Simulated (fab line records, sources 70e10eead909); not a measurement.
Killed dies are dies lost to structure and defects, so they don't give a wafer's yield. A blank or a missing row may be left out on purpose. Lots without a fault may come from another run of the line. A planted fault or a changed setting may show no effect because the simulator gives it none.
fab line records | flow nand_harc
record lots=6 wafers=18 last_day=32
route steps=1302 shown A_CONTACT@1102 A_BLC@1107 END@1302
lots that met no fault: from a run of the same line without faults
start_h: hours from the record's first day to the start of the lot's first wafer shown | wait_h: hours since the lot's step before | " the same as in the row above | L1.1+2: a row that stands for several wafers | - no value, or no start given | * or withheld: withheld | < > ~ a bound
route shown NAME@n: a module of which the file shows steps, and the number in the route of the first | usual: mean/standard deviation of fault-free wafers | same: alike in all rows | chamber/n: place in a boat | sites: the reading at each site | _std_site: their standard deviation | _edge_site: outer sites' mean less inner sites' | radius_mm: how far each site lies from the wafer's centre | mask NAME#n: copy n | behind: the tool/chamber that last shaped the wafer | hold: why the lot was held/for how many hours/how that ended | device: the transistor (n, p or np) that didn't switch | end of line: the same wafers' tests at the end of the route | a step without rows: its recipe alone | killed: dies lost to structure and defects at the first sort, not the wafer's yield | map: a wafer's dies, x killed, . not, _ none there
set.NAME: the setting as run; set.NAME@STEP: as run at that earlier step | model.NAME: the simulator's own value behind a step, which no gauge read
lots at some steps of the route; a table a step, a row a wafer
services: from which hour (start_h, from the record's first day; less than 0 if before it) a tool's chamber was out of use, for how many hours, and why
## steps
# step NHARC_A_CONTACT_CVD_19
# recipe target_thk_a=3000 temp_c=300 pressure_torr=40 wf6_flow_sccm=40 h2_flow_sccm=1600 ar_flow_sccm=1560 time_s=802 material=W
# usual chamber_pressure_Torr=40.00/0.088 heater_power_w=460/46 throttle_valve_pct=8.1/0.34
# columns lot.wafer tool chamber start_h wait_h chamber_pressure_Torr heater_power_w throttle_valve_pct
L121.3 cvd_w-02 0 - - 39.85 524 7.3
L121.4 " 1 " " 39.82 504 8.5
L121.6 " 1 " " 39.82 485 8.4
L124.1 cvd_w-01 1 - - 39.99 389 8.2
L124.3 " 1 " " 40.02 389 7.9
L124.4 " 1 " " 39.98 394 8.4
L131.1 cvd_w-01 1 - - 39.95 392 8.4
L131.3 " 0 " " 40.22 474 8.3
L131.5 " 1 " " 40.13 388 8.6
L134.2 cvd_w-01 1 - - 40.03 390 8.3
L134.5 " 1 " " 39.92 410 8.2
L134.6 " 0 " " 39.94 488 8.3
L133.2 cvd_w-01 1 - - 40.01 388 8.6
L133.5 " 1 " " 40.02 391 8.3
L133.6 " 0 " " 39.94 475 8.2
L140.3 cvd_w-02 1 - - 40.14 495 8.3
L140.4 " 0 " " 40.09 503 7.9
L140.6 " 0 " " 40.01 494 7.7
# step NHARC_A_CONTACT_CMP_20
# recipe t_overpolish_s=30 target_thk_nm=300
# usual motor_current_A=12.1/0.63 overpolish_run_s=29.998/0.009 time_to_endpoint_s=60/3.1
# columns lot.wafer tool chamber start_h wait_h motor_current_A overpolish_run_s time_to_endpoint_s
L121.3 cmp-03 3 528.05 0.5 10.9 30.021 61
L121.4 " 1 " " 11.0 29.994 56
L121.6 " 3 " " 11.7 30.009 58
L124.4 cmp-04 0 565.44 0.6 12.2 30.005 58
L124.3 " 1 " " 12.0 29.994 60
L124.1 " 2 " " 12.6 30.001 57
L131.3 cmp-04 2 635.53 0.4 12.9 29.999 61
L131.1 " 3 " " 12.3 30.001 69
L131.5 " 3 " " 12.7 29.994 66
L134.2 cmp-04 0 655.78 0.8 12.6 29.997 60
L134.5 " 3 " " 12.7 30.007 66
L134.6 " 0 " " 12.4 29.991 60
L133.2 cmp-04 1 657.51 0.8 12.8 30.003 62
L133.5 " 1 " " 13.7 29.994 65
L133.6 " 2 " " 12.2 30.018 58
L140.4 cmp-03 3 720.56 0.4 11.9 29.988 65
L140.3 " 0 " " 12.2 30.003 65
L140.6 " 3 " " 12.6 29.998 64
# step NHARC_A_CONTACT_SRD_22
# step NHARC_A_CONTACT_INSPECT_23
# usual raw_defect_count=509/120
# columns lot.wafer tool chamber start_h wait_h raw_defect_count
L121.3 defect_inspect-01 - 528.45 0.1 436
L121.4 " - " " 483
L121.6 " - " " 500
L124.1 defect_inspect-01 - 565.84 0.1 357
L124.3 " - " " 382
L124.4 " - " " 512
L131.1 defect_inspect-02 - 635.93 0.1 592
L131.3 " - " " 875
L131.5 " - " " 582
L134.2 defect_inspect-02 - 656.17 0.1 668
L134.5 " - " " 574
L134.6 " - " " 629
L133.2 defect_inspect-01 - 657.92 0.1 442
L133.5 " - " " 436
L133.6 " - " " 473
L140.3 defect_inspect-01 - 720.96 0.1 570
L140.4 " - " " 690
L140.6 " - " " 744
# step NHARC_A_BLC_DEHYDRATE_00
# recipe temp_c=150 time_s=120
# step NHARC_A_BLC_HMDS_01
# recipe time_s=30
# step NHARC_A_BLC_COAT_02
# recipe temp_c=260 time_s=75
# step NHARC_A_BLC_COAT_03
# recipe temp_c=225 time_s=65
# step NHARC_A_BLC_COAT_04
# recipe spin_rpm=1500 resist_thk_nm=90
# step NHARC_A_BLC_SOFTBAKE_05
# recipe temp_c=105 time_s=55
# step NHARC_A_BLC_EBR_06
# step NHARC_A_BLC_EXPOSE_07
# recipe na=1.35 target_cd_nm=100 dose_mj=67.97 mask_id=A_BLC
# usual exposure_dose_mJ_cm2=67.98/0.066
# columns lot.wafer tool chamber start_h wait_h mask exposure_dose_mJ_cm2
L121.3 arfi_scanner-01 0 528.82 - A_BLC#0 68.13
L121.4 " 0 " " A_BLC#0 68.00
L121.6 " 0 " " A_BLC#0 68.01
L124.1 arfi_scanner-02 0 566.21 - A_BLC#0 67.96
L124.3 " 0 " " A_BLC#0 67.97
L124.4 " 0 " " A_BLC#0 67.87
L131.1 arfi_scanner-01 0 636.30 - A_BLC#0 73.77
L131.3 " 0 " " A_BLC#0 73.66
L131.5 " 0 " " A_BLC#0 73.75
L134.2 arfi_scanner-03 0 656.54 - A_BLC#0 68.00
L134.5 " 0 " " A_BLC#0 68.00
L134.6 " 0 " " A_BLC#0 67.99
L133.2 arfi_scanner-01 0 658.29 - A_BLC#0 72.46
L133.5 " 0 " " A_BLC#0 72.49
L133.6 " 0 " " A_BLC#0 72.53
L140.3 arfi_scanner-03 0 721.34 - A_BLC#0 67.99
L140.4 " 0 " " A_BLC#0 67.91
L140.6 " 0 " " A_BLC#0 67.96
# step NHARC_A_BLC_PEB_08
# recipe peb_temp_c=100 peb_time_s=65
# step NHARC_A_BLC_DEVELOP_09
# recipe develop_time_s=35 dev_temp_c=23
# step NHARC_A_BLC_CD_MEAS_10
# recipe target_cd_nm=100 landing_energy_ev=500
# usual cd_nm=99.5/1
# columns lot.wafer tool chamber start_h wait_h hold cd_nm
L121.3 cd_sem-03 0 528.96 - - 99.4
L121.4 " 0 " " - 101.0
L121.6 " 0 " " - 99.9
L124.1 cd_sem-02 0 566.35 - - 99.7
L124.3 " 0 " " - 100.9
L124.4 " 0 " " - 99.4
L131.1 cd_sem-02 0 636.44 - await_dispo/0.2h/release 106.0
L131.3 " 0 " " await_dispo/0.2h/release 104.4
L131.5 " 0 " " await_dispo/0.2h/release 104.9
L131.1 cd_sem-02 0 - - - 105.9
L131.3 " 0 " " - 104.3
L131.5 " 0 " " - 104.3
L134.2 cd_sem-01 0 656.68 - - 98.2
L134.5 " 0 " " - 99.1
L134.6 " 0 " " - 98.5
L133.2 cd_sem-01 0 658.43 - - 102.4
L133.5 " 0 " " - 101.6
L133.6 " 0 " " - 102.4
L140.3 cd_sem-02 0 721.47 - - 98.2
L140.4 " 0 " " - 98.0
L140.6 " 0 " " - 98.6
# step NHARC_A_BLC_OVL_MEAS_11
# usual overlay_x_nm=-0.3/1 overlay_y_nm=0.2/0.82
# columns lot.wafer tool chamber start_h wait_h hold overlay_x_nm overlay_y_nm
L121.3 overlay-01 - 529.04 - - 0.2 0.4
L121.4 " - " " - 0.3 -0.4
L121.6 " - " " - -0.1 -0.2
L124.1 overlay-02 - 566.44 - - -1.0 1.8
L124.3 " - " " - -0.4 1.5
L124.4 " - " " - -1.2 1.5
L131.1 overlay-01 - 638.99 - await_dispo/2.3h/release 0.9 -0.5
L131.3 " - " " await_dispo/2.3h/release 0.9 0.2
L131.5 " - " " await_dispo/2.3h/release 1.3 -0.1
L134.2 overlay-02 - 656.77 - - 0.0 0.5
L134.5 " - " " - -0.5 0.2
L134.6 " - " " - -0.3 -0.2
L133.2 overlay-02 - 658.51 - - -0.5 -0.7
L133.5 " - " " - -0.8 -1.9
L133.6 " - " " - -0.4 -1.6
L140.3 overlay-02 - 721.56 - - 1.6 -0.1
L140.4 " - " " - 1.9 -0.2
L140.6 " - " " - 2.1 0.1
# step NHARC_A_BLC_INSPECT_12
# usual raw_defect_count=79/38
# columns lot.wafer tool chamber start_h wait_h raw_defect_count
L121.3 defect_inspect-01 - 529.08 0.0 76
L121.4 " - " " 63
L121.6 " - " " 65
L124.1 defect_inspect-01 - 566.47 0.0 27
L124.3 " - " " 22
L124.4 " - " " 20
L131.1 defect_inspect-01 - 639.03 0.0 40
L131.3 " - " " 36
L131.5 " - " " 34
L134.2 defect_inspect-02 - 656.80 0.0 142
L134.5 " - " " 133
L134.6 " - " " 146
L133.2 defect_inspect-01 - 658.55 0.0 63
L133.5 " - " " 51
L133.6 " - " " 58
L140.3 defect_inspect-01 - 721.59 0.0 88
L140.4 " - " " 83
L140.6 " - " " 95
# step NHARC_A_BLC_DESCUM_15
# recipe time_s=3 o2_flow_sccm=200 ar_flow_sccm=0 bias_power_w=0 chemistry=O2
# usual drypump_motor_current_A=5.8/0.31 oes_product_au=1.004/0.016 rf_vpp_V=57.7/0.85 showerhead_plenum_p_Torr=1.94/0.08 throttle_valve_pct=11.311/0.0085
# columns lot.wafer tool chamber start_h wait_h drypump_motor_current_A oes_product_au rf_hours_counter_h rf_vpp_V showerhead_plenum_p_Torr throttle_valve_pct model.A_BLC.cd_nm
L121.3 rie_diel-03 3 529.15 0.1 5.5 0.990 4 57.8 1.97 11.295 98.35
L121.4 " 0 " " 5.7 1.014 5 58.1 1.97 11.320 101.3
L121.6 " 2 " " 6.6 0.984 - 58.4 1.91 11.293 100.1
L124.1 rie_diel-10 1 566.54 0.1 5.4 1.013 9 58.8 2.04 11.302 99.79
L124.3 " 3 " " 5.8 1.029 9 57.5 2.01 11.307 100.6
L124.4 " 0 " " 6.1 1.019 - 55.9 1.84 11.315 100.3
L131.1 rie_diel-10 2 639.23 0.2 5.9 1.019 2 56.8 1.88 11.318 103.5
L131.3 " 2 " " 5.9 1.023 - 57.0 1.88 11.313 102.1
L131.5 " 2 " " 5.9 1.016 - 57.8 1.88 11.296 102.7
L134.2 rie_diel-10 2 656.89 0.1 5.9 1.028 4 58.3 1.88 11.318 96.65
L134.5 " 3 " " 5.8 1.021 - 57.7 2.01 11.313 99.77
L134.6 " 0 " " 6.2 0.980 - 58.4 1.84 11.303 98.94
L133.2 rie_diel-04 0 658.61 0.1 5.7 1.004 36 57.1 1.84 11.318 101.7
L133.6 " 0 " " 5.7 1.008 - 57.6 1.84 11.317 101.6
L133.5 " 1 " " 5.7 0.985 - 57.6 1.77 11.307 101.6
L140.3 rie_diel-03 0 721.66 0.1 5.7 0.984 8 58.8 1.96 11.303 98.17
L140.4 " 3 " " 5.5 0.981 - 57.4 1.97 11.306 97.9
L140.6 " 2 " " 6.6 0.972 - 56.3 1.91 11.306 98.05
# step NHARC_A_BLC_ETCH_16
# recipe target_depth_a=390 over_etch_frac=0.3 time_s=65 ion_energy_ev=80 cf4_flow_sccm=150 ar_flow_sccm=0 rf_w=300 bias_w=100 chemistry=CF4
# usual drypump_motor_current_A=5.8/0.32 oes_product_au=1.003/0.015 rf_vpp_V=151.6/1.1 showerhead_plenum_p_Torr=1.79/0.07 throttle_valve_pct=13.284/0.0091
# columns lot.wafer tool chamber start_h wait_h drypump_motor_current_A oes_product_au rf_hours_counter_h rf_vpp_V showerhead_plenum_p_Torr throttle_valve_pct
L121.4 rie_diel-03 0 529.23 0.1 5.7 1.013 5 152.7 1.82 13.302
L121.3 " 1 " " 5.9 0.985 6 151.1 1.72 13.295
L121.6 " 0 " " 5.7 1.016 - 151.5 1.82 13.282
L124.1 rie_diel-10 3 566.64 0.1 5.8 1.019 9 151.0 1.85 13.278
L124.3 " 1 " " 5.4 1.003 9 153.2 1.87 13.290
L124.4 " 0 " " 6.2 1.025 - 151.5 1.71 13.275
L131.1 rie_diel-10 1 639.60 0.3 5.4 0.982 3 152.0 1.87 13.274
L131.3 " 1 " " 5.4 0.985 - 154.0 1.87 13.292
L131.5 " 2 " " 5.9 1.019 - 150.7 1.74 13.285
L134.2 rie_diel-10 3 656.97 0.1 5.8 1.022 2 152.3 1.85 13.286
L134.6 " 0 " " 6.2 0.976 - 150.3 1.71 13.276
L134.5 " 1 " " 5.4 0.985 - 152.4 1.87 13.286
L133.2 rie_diel-04 1 658.71 0.1 5.7 0.980 37 149.6 1.65 13.286
L133.5 " 3 " " 6.3 1.010 - 153.3 1.90 13.305
L133.6 " 0 " " 5.7 0.990 - 150.5 1.71 13.283
L140.3 rie_diel-03 3 721.76 0.1 5.4 0.988 8 151.6 1.82 13.266
L140.6 " 2 " " 6.6 0.976 - 150.5 1.76 13.277
L140.4 " 0 " " 5.7 0.996 - 151.0 1.81 13.278
# step NHARC_A_BLC_ETCH_17
# recipe target_depth_a=3900 over_etch_frac=0.25 time_s=609.38 ion_energy_ev=200 n2_flow_sccm=150 h2_flow_sccm=150 ar_flow_sccm=0 rf_w=400 bias_w=150 chemistry=N2/H2
# usual drypump_motor_current_A=5.8/0.32 oes_product_au=1.003/0.015 rf_vpp_V=431.3/2.6 showerhead_plenum_p_Torr=2.07/0.089 throttle_valve_pct=14.171/0.0084
# columns lot.wafer tool chamber start_h wait_h drypump_motor_current_A oes_product_au rf_hours_counter_h rf_vpp_V showerhead_plenum_p_Torr throttle_valve_pct model.A_BLC.cd_nm
L121.3 rie_diel-03 0 - - 5.7 1.009 5 433.5 2.10 14.173 96.05
L121.4 " 1 " " 5.9 0.982 6 428.2 1.98 14.176 98.25
L121.6 " 3 " " 5.5 0.999 - 432.6 2.11 14.166 97.99
L124.3 rie_diel-10 3 - - 5.8 1.008 9 434.3 2.15 14.169 104.4
L124.1 " 0 " " 6.2 1.015 10 428.6 1.96 14.167 97.11
L124.4 " 1 " " 5.4 1.005 - 433.6 2.17 14.172 100.9
L131.1 rie_diel-10 1 639.72 0.1 5.4 0.982 3 434.8 2.17 14.180 106.8
L131.3 " 2 " " 5.9 1.022 - 430.2 2.01 14.163 100.7
L131.5 " 1 " " 5.4 0.991 - 432.6 2.17 14.166 105
L134.2 rie_diel-10 2 - - 5.9 1.016 4 428.9 2.01 14.188 94.04
L134.6 " 3 " " 5.8 1.023 - 433.8 2.14 14.165 100.2
L134.5 " 0 " " 6.1 0.992 - 427.9 1.96 14.177 93.87
L133.2 rie_diel-04 1 - - 5.7 0.985 37 425.8 1.88 14.155 100.5
L133.5 " 0 " " 5.7 1.003 - 428.5 1.96 14.173 100.8
L133.6 " 1 " " 5.7 0.986 - 426.1 1.88 14.185 100.5
L140.3 rie_diel-03 3 - - 5.4 0.991 8 432.3 2.10 14.173 96.24
L140.4 " 3 " " 5.5 0.991 - 433.1 2.10 14.171 94.75
L140.6 " 0 " " 5.7 0.986 - 431.1 2.09 14.170 100.3
# step NHARC_A_BLC_ETCH_18
# recipe target_depth_a=9100 c4f8_flow_sccm=20 o2_flow_sccm=10 ar_flow_sccm=withheld rf_w=600 bias_w=1500 chemistry=C4F8/O2/Ar
# usual oes_product_au=0.953/0.024 rf_vpp_V=980/5.5
# columns lot.wafer tool chamber start_h wait_h oes_product_au rf_hours_counter_h rf_vpp_V
L121.3 rie_diel-03 0 - - 0.973 5 980
L121.4 " 3 " " 0.946 5 982
L121.6 " 0 " " 0.979 - 982
L124.1 rie_diel-10 0 - - 0.935 10 972
L124.3 " 1 " " 0.935 10 987
L124.4 " 0 " " 0.945 - 972
L131.1 rie_diel-10 2 640.42 0.6 0.965 3 976
L131.3 " 2 " " 0.967 - 976
L131.5 " 2 " " 0.963 - 975
L134.2 rie_diel-10 1 - - 0.902 5 986
L134.5 " 3 " " 0.942 - 984
L134.6 " 0 " " 0.915 - 974
L133.2 rie_diel-04 2 - - 0.925 33 987
L133.5 " 1 " " 0.920 - 969
L133.6 " 2 " " 0.917 - 986
L140.3 rie_diel-03 2 - - 0.940 7 978
L140.6 " 0 " " 0.953 - 982
L140.4 " 2 " " 0.939 - 978
# step NHARC_END_SORT_01
# recipe temp_c=25
# usual killed_at_array=47/18 killed_at_other=0.9/1.1 killed_at_periphery=4/3.1 killed_dies=52/18 killed_open=3.1/1.5 killed_short=2.4/1.5
# same gross_dies=677
# columns lot.wafer tool chamber start_h wait_h killed_at_array killed_at_other killed_at_periphery killed_dies killed_open killed_short
L121.3 prober-01 0 570.47 3.1 41 2 5 48 2 2
L121.4 prober-01 0 571.28 3.4 50 0 5 55 4 4
L121.6 prober-01 0 572.89 4.0 48 3 4 55 5 4
L131.1 prober-01 0 688.23 2.5 34 0 1 35 3 3
L131.3 prober-01 0 689.83 3.1 29 2 1 32 3 4
L131.5 prober-01 0 691.44 3.7 32 0 0 32 4 1
L133.5 prober-02 0 706.97 3.7 28 0 7 35 2 1
L140.3 prober-02 0 775.76 3.1 65 4 5 74 3 2
L140.4 prober-02 0 776.55 3.4 53 3 4 60 2 1
# killed by level:class
L121.3 A_CHANNEL_HOLE_D1:chamber_film_flake=17 A_CHANNEL_HOLE_D2:chamber_film_flake=8 A_STAIRCASE:chamber_film_flake=6 P_GATE:chamber_film_flake=3 A_CONTACT:chamber_film_flake=3 A_CHANNEL_HOLE_D1:geometric_particle:short=2 P_STI:chamber_film_flake=2 A_DECK1_JOINT:chamber_film_flake=2
L121.4 A_CHANNEL_HOLE_D1:chamber_film_flake=25 A_CHANNEL_HOLE_D2:chamber_film_flake=7 A_DECK1_JOINT:chamber_film_flake=4 P_STI:chamber_film_flake=3 A_STAIRCASE:chamber_film_flake=3 A_WL_FILL:chamber_film_flake=2 P_CONTACT:geometric_particle:short=1 P_CONTACT:geometric_particle:open=1
L121.6 A_CHANNEL_HOLE_D1:chamber_film_flake=34 A_WL_FILL:geometric_particle:open=3 A_CHANNEL_HOLE_D2:chamber_film_flake=3 THIN_TSV:chamber_film_flake=3 A_WL_FILL:geometric_particle:short=2 A_STAIRCASE:chamber_film_flake=2 P_M0:geometric_particle:open=1 A_ONON_D2:geometric_particle:short=1
L131.1 A_CHANNEL_HOLE_D2:chamber_film_flake=13 A_CHANNEL_HOLE_D1:chamber_film_flake=5 A_WL_FILL:chamber_film_flake=3 A_CONTACT:chamber_film_flake=3 A_STAIRCASE:chamber_film_flake=2 A_ONON_D1:geometric_particle:short=1 A_CHANNEL_FILL_D1:geometric_particle:short=1 A_CHANNEL_FILL_D1:geometric_particle:open=1
L131.3 A_CHANNEL_HOLE_D2:chamber_film_flake=12 A_CHANNEL_HOLE_D1:chamber_film_flake=3 A_CHANNEL_FILL_D1:geometric_particle:short=2 A_BLC:geometric_particle:open=2 A_SLIT:chamber_film_flake=2 A_CONTACT:chamber_film_flake=2 THIN_TSV:chamber_film_flake=2 A_ONON_D1:geometric_particle:short=1
L131.5 A_CHANNEL_HOLE_D2:chamber_film_flake=14 A_SLIT:chamber_film_flake=4 A_SGD_CUT:geometric_particle:open=2 A_CHANNEL_HOLE_D1:chamber_film_flake=2 A_DECK1_JOINT:chamber_film_flake=2 A_ONON_D1:geometric_particle:open=1 A_CHANNEL_FILL_D1:geometric_particle:open=1 A_ONON_D2:geometric_particle:short=1
L133.5 A_CHANNEL_HOLE_D1:chamber_film_flake=15 P_GATE:chamber_film_flake=4 A_SLIT:chamber_film_flake=3 P_STI:chamber_film_flake=2 A_CHANNEL_FILL_D2:chamber_film_flake=2 A_STAIRCASE:chamber_film_flake=2 A_BONDPAD:chamber_film_flake=2 P_M0:geometric_particle:open=1
L140.3 A_SLIT:chamber_film_flake=31 A_CHANNEL_HOLE_D1:chamber_film_flake=8 A_CHANNEL_HOLE_D2:chamber_film_flake=8 A_STAIRCASE:chamber_film_flake=6 THIN_TSV:chamber_film_flake=4 A_CHANNEL_FILL_D1:chamber_film_flake=3 P_ZERO_WELL:chamber_film_flake=2 P_GATE:chamber_film_flake=2
L140.4 A_SLIT:chamber_film_flake=22 A_CHANNEL_HOLE_D1:chamber_film_flake=14 A_CHANNEL_HOLE_D2:chamber_film_flake=5 A_STAIRCASE:chamber_film_flake=4 THIN_TSV:chamber_film_flake=3 P_STI:chamber_film_flake=2 A_SGD_CUT:chamber_film_flake=2 A_WL_FILL:chamber_film_flake=2
## services
# columns tool chamber start_h hours kind
cmp-04 - 512.11 4.0 pm
rie_diel-03 2 514.48 2.3 repair
rie_diel-03 3 520.04 8.9 repair
cmp-04 - 525.35 3.0 repair
rie_diel-04 - 533.69 9.0 pm
rie_diel-10 2 546.09 24.0 repair
cvd_w-01 - 547.00 13.0 pm
cvd_w-01 0 563.77 17.3 repair
cvd_w-01 1 578.98 6.6 repair
rie_diel-10 - 596.50 9.0 pm
cmp-04 - 600.14 1.1 repair
rie_diel-04 2 602.32 5.3 repair
cvd_w-01 - 605.24 1.0 repair
cmp-04 - 610.11 4.0 pm
cvd_w-01 - 624.46 2.1 repair
rie_diel-10 3 632.25 6.7 repair
rie_diel-10 0 635.37 3.6 repair
rie_diel-03 - 635.42 9.0 pm
cmp-04 - 661.17 1.6 repair
rie_diel-04 2 662.42 1.4 repair
cmp-04 - 666.23 2.9 repair
rie_diel-10 0 704.27 7.6 repair
cmp-04 - 708.23 4.0 pm
rie_diel-03 1 721.28 10.5 repair
## key
first_sign step=NHARC_A_BLC_EXPOSE_07 reading=exposure_dose_mJ_cm2 direction=up sigmas=78 usual=67.98 struck=73.11
effect step=NHARC_A_BLC_CD_MEAS_10 reading=visit direction=added through=control_loop
model_effect step=NHARC_A_BLC_DESCUM_15 value=A_BLC.cd_nm without=97.85 struck=102.2
model_effect step=NHARC_A_BLC_ETCH_17 value=A_BLC.cd_nm without=98.01 struck=102.4
met_at NHARC_A_BLC_EXPOSE_07
struck_wafers L131.1,L131.3,L131.5,L133.2,L133.5,L133.6
tester_left_out L131,L133
loop_trim step=NHARC_A_BLC_EXPOSE_07 setting=dose lots=L133
onset_between 528.82 636.30
fault kind=process_parameter_drift tool=arfi_scanner-01 chamber=- onset_h=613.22 steps=NHARC_A_BLC_EXPOSE_07 channel=dose_mj offset=5.669 shape=step acts_in=these_recipes_only stated=67.97
# tester_left_out: of these lots the tester's yield and bins aren't shown, on N5 and GAA mostly nor the transistor test; their killed dies are dies lost to structure and defects alone, not to doping, threshold or leakage, so they don't give the yield
# loop_trim: a control loop set the setting to another value than it would have without faults
